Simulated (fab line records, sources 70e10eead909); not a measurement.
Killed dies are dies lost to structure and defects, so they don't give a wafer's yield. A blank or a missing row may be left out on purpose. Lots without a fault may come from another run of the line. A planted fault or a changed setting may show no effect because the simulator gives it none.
Chamber matching | flow nand_harc | NHARC_A_STAIRCASE_DEP_259 on pecvd-02: 3 sister chambers
The step deposits SiON, target thk 30 nm. 14 wafers are shown with their chamber, then 7 later ones without.

WAFERS WITH THEIR CHAMBER
wafer  | chamber | heater_power_outer_w (W) | heater_power_w (W) | chamber_pressure_Torr (Torr)
L075.3 | 1       | 553                      | 810                | 3.497
L075.4 | 1       | 569                      | 836                | 3.496
L075.5 | 2       | 368                      | 606                | 3.492
L077.3 | 1       | 470                      | 705                | 3.501
L077.5 | 2       | 340                      | 573                | 3.501
L077.6 | 1       | 460                      | 703                | 3.494
L081.4 | 2       | 429                      | 701                | 3.500
L081.5 | 0       | 477                      | 757                | 3.502
L081.6 | 1       | 539                      | 785                | 3.486
L086.2 | 0       | 452                      | 754                | 3.497
L086.3 | 2       | 440                      | 717                | 3.495
L086.4 | 0       | 452                      | 755                | 3.508
L091.3 | 1       | 490                      | 742                | 3.490
L091.4 | 1       | 491                      | 742                | 3.491

SIGNATURES (means of the wafers above)
reading               | chamber 0 | chamber 1 | chamber 2 | scatter within a chamber
heater_power_outer_w  | 460.33    | 510.29    | 394.25    | 40.9
heater_power_w        | 755.33    | 760.43    | 649.25    | 52.9
chamber_pressure_Torr | 3.50233   | 3.49357   | 3.49700   | 0.0049
Rule: a wafer's distance from a chamber is the root of the sum, over the readings, of the square of ((its reading less the chamber's mean) divided by the reading's scatter). The wafer belongs to the nearest chamber; if the next one is less than 2 further off, it can't be placed. The scatter: the root of (the sum of the squares of (reading less its chamber's mean) over the shown wafers, divided by (wafers less chambers)).

WAFERS WITHOUT THEIR CHAMBER
wafer  | heater_power_outer_w (W) | heater_power_w (W) | chamber_pressure_Torr (Torr)
L091.5 | 443                      | 721                | 3.501
L094.1 | 415                      | 679                | 3.512
L094.4 | 425                      | 698                | 3.516
L094.6 | 546                      | 793                | 3.495
L095.1 | 417                      | 691                | 3.500
L095.2 | 524                      | 781                | 3.493
L095.4 | 494                      | 819                | 3.502

WHICH CHAMBER EACH WENT THROUGH
wafer  | from the rows above          | in truth
L091.5 | can't be placed: 0 or 2 or 1 | 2
L094.1 | can't be placed: 0 or 2 or 1 | 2
L094.4 | can't be placed: 0 or 2      | 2
L094.6 | can't be placed: 1 or 0      | 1
L095.1 | can't be placed: 2 or 0 or 1 | 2
L095.2 | can't be placed: 1 or 0      | 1
L095.4 | can't be placed: 0 or 1      | 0
Placed correctly: 0 of 7. Can't be placed from these rows: 7 (the true chamber is among the candidates in 7). Placed wrongly: 0.
